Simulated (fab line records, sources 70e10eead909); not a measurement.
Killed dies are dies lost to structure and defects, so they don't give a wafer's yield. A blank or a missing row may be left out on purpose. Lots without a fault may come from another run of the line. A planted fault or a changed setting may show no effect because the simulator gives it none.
Which tool did it? | flow nand_harc | 6 lots, 18 wafers sampled, at 4 steps of a route of 1302

WHAT THE GAUGES READ, wafer by wafer
NHARC_END_SORT_01.
lot  | measured     | on        | sort_bin_4_pct (%)
L551 | day 25 10:07 | prober-01 | 1.6 2.4 1.5
L552 | day 26 16:14 | prober-01 | 5.2
L556 | day 29 09:04 | prober-02 | 32.8 30.6 29.5
L571 | day 33 23:09 | prober-01 | 5.5 6.2 5.3

WHICH TOOL RAN EACH LOT (tool, then ch and the chambers of the sampled wafers, then the start)
lot  | NHARC_A_M0_ECD_22              | NHARC_THIN_TSV_DEP_47           | NHARC_THIN_TSV_DESCUM_35
L551 | ecd_cu-02 ch 0,1, day 23 19:34 | pecvd-02 ch 1,2, day 24 19:46   | rie_diel-05 ch 0,3, day 25 00:01
L552 | ecd_cu-02 ch 0,1, day 24 20:27 | pecvd-04 ch 0,2, day 25 20:46   | rie_diel-09 ch 0,1,3, day 26 00:53
L556 | ecd_cu-02 ch 0, day 27 11:17   | pecvd-04 ch 0,1, day 28 13:16   | rie_diel-09 ch 1,3, day 28 17:27
L565 | ecd_cu-01 ch 0,1, day 30 06:14 | pecvd-03 ch 0,1,2, day 31 06:07 | rie_diel-09 ch 2,3, day 31 10:14
L568 | ecd_cu-02 ch 0,1, day 31 10:37 | pecvd-03 ch 0,1,2, day 32 15:16 | rie_diel-08 ch 0,1,3, day 32 19:42
L571 | ecd_cu-02 ch 0,1, day 32 06:32 | pecvd-04 ch 0,1,2, day 33 09:46 | rie_diel-05 ch 1,2,3, day 33 13:52
- NHARC_A_M0_ECD_22: material Cu, target thk 400 nm.
- NHARC_THIN_TSV_DEP_47: deposits SiO2, target thk 200 nm.
- NHARC_THIN_TSV_DESCUM_35: chemistry O2, time 3 s.

THE ANSWER, worked out from the rows above alone
Rule: what is usual is taken from the lots themselves. Put in order of their means at a reading, lots are off if they are a third of the lots or fewer, leave a main group of 4 or more, and stand apart from it by a gap of 3 or more times the standard deviation of the main group's means; of several such gaps the widest counts. A main group whose means are all the same, to the digits that the tables above print for the reading, isn't used. A lot without any number at a reading at which 4 lots or more have one is off too. The other lots that the step has rows for count as sound.
No lot is off at any reading shown: from this, nothing can be told.

WHAT THE SIMULATOR HAD PUT IN
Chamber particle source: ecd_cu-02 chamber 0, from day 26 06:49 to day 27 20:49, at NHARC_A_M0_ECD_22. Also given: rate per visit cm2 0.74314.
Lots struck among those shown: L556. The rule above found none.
